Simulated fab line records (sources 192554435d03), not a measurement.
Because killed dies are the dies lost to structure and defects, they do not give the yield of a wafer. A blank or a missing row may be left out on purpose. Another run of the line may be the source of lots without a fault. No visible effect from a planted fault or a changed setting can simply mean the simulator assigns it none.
A lot that was struck, set against a sound lot | flow n5 finfet | 16 steps out of a route of 1938
Sound: these wafers, L600.4, L600.5, L600.6. Struck: wafer L618.6 (L618.2, L618.4, from the same lot, were not struck and are left out); the cause is given at the end.
For every step that has rows: the tool of each side, followed by ch and its chambers, followed by its first start. Under that, the readings that differ: sound wafers | struck wafers | difference of the means | sigmas: that difference in standard deviations of wafers without a fault.
alike: readings with means less than 2 such deviations apart, plus words and numbers identical on both sides. not compared: withheld readings, readings lacking a value on some wafer, bounds such as >300 that could conceal the same value, and numbers that have no deviation in the record and whose values overlap.
The two part at a step that has a row with sigmas, a row that says differs or no value, or rows on one side only. When numbers do not overlap yet have no deviation, they are printed without sigmas and do not part them. Lack of a reading on every wafer of one side parts them only where that side has two or more wafers.

first, 4 steps without rows for these wafers: N5_BEOL_M2_HM_STRIP_39 (strips TiN in peroxide tin strip, target depth 25 nm, time 158 s); N5_BEOL_M2_SRD_40 (time 30 s); N5_BEOL_M2_PRECLEAN_42 (cleans in residue remover, time 60 s); N5_BEOL_M2_SRD_43 (time 30 s).
N5_BEOL_M2_CD_MEAS_35: target cd 18 nm, target cd y 22.2 nm.
  struck on cd sem-03, day 11 23:29; sound on cd sem-03, day 7 03:26
  alike: cd nm
N5_BEOL_M2_DEGAS_44: time 60 s.
  struck on pvd sputter-02, day 11 23:35; sound on pvd sputter-03, day 7 03:34
  reading            | sound       | struck | difference | sigmas
  heater power w (W) | 321 325 298 | 392    | +77        | +2
then, 1 step without rows for these wafers: N5_BEOL_M2_PRE_CLEAN_45 (time 30 s).
N5_BEOL_M2_ALD_84: deposits TaN, pulse time 2 s, purge time 3 s, co reactant purge time 2 s.
  sound on ald metal-03 ch 1,2,3, day 7 03:40; struck on ald metal-03 ch 1, day 11 23:42
  alike: heater power w, precursor vessel carrier sccm
N5_BEOL_M2_SURFACE_TREAT_85:
  struck on pvd sputter-01, day 12 00:04; sound on pvd sputter-03, day 7 04:10
  not compared: throttle valve pct
then, 2 steps without rows for these wafers: N5_BEOL_M2_CVD_47 (deposits Co from CCTBA/H2, target thk 3 nm, time 223.8 s); N5_BEOL_M2_SPUTTER_48 (material Cu, target thk 4.5 nm, time 8.29 s).
N5_BEOL_M2_ANNEAL_49: time 240 s.
  struck on pvd sputter-03, day 12 01:26; sound on pvd sputter-01, day 7 04:34
  alike: heater power w
N5_BEOL_M2_SPUTTER_79: material Cu, target thk 4.5 nm, time 8.29 s.
  struck on pvd sputter-03, day 12 01:35; sound on pvd sputter-01, day 7 04:43
  reading                  | sound                | struck  | difference | sigmas
  chamber pressure pa (Pa) | 0.07 0.06995 0.06997 | 0.07485 | +0.00488   | +35
  chuck sensor temp C (C)  | -16.5 -17.0 -16.5    | -15.2   | +1.5       | +2
  alike: substrate temp c, throttle valve pct
N5_BEOL_M2_ANNEAL_80: time 240 s.
  struck on pvd sputter-03, day 12 01:40; sound on pvd sputter-01, day 7 04:47
  alike: heater power w
N5_BEOL_M4_RC_MEAS_101:
  sound on prober-02 ch 0, day 8 13:20; struck on prober-02 ch 0, day 13 14:23
  reading       | sound          | struck | difference | sigmas
  SS_N (mV/dec) | 70.1 70.7 70.4 | 72.1   | +1.7       | +4
  alike: DIBL_N, DIBL_P, IOFF_N, IOFF_P, ION_N, ION_P, SS_P, VT_N, VT_P
-- record jumps: 5 days separate the struck wafers' starts on either side; left off in module BEOL_M4, taken up again in module PASSIVATION, whose first shown step is the route's number 1936 --
N5_PASSIVATION_PROBE_49:
  struck on prober-02, day 18 14:52; sound on prober-01, day 13 03:34
  alike: defect limited yield, killed_at_M0_to_M3, killed_at_M4_up, killed at contacts, killed at front end, killed at other, killed dies, killed open, killed short, sort_bin_5_function, sort_bin_6_memory, sort n pass, sort yield pct

== WHERE THEY PART ==
Last at N5_BEOL_M4_RC_MEAS_101 as far as this record goes, first at N5_BEOL_M2_DEGAS_44. Later steps at which nothing parts them and some readings are alike: N5_PASSIVATION_PROBE_49.

WHY: the cause the simulator had injected
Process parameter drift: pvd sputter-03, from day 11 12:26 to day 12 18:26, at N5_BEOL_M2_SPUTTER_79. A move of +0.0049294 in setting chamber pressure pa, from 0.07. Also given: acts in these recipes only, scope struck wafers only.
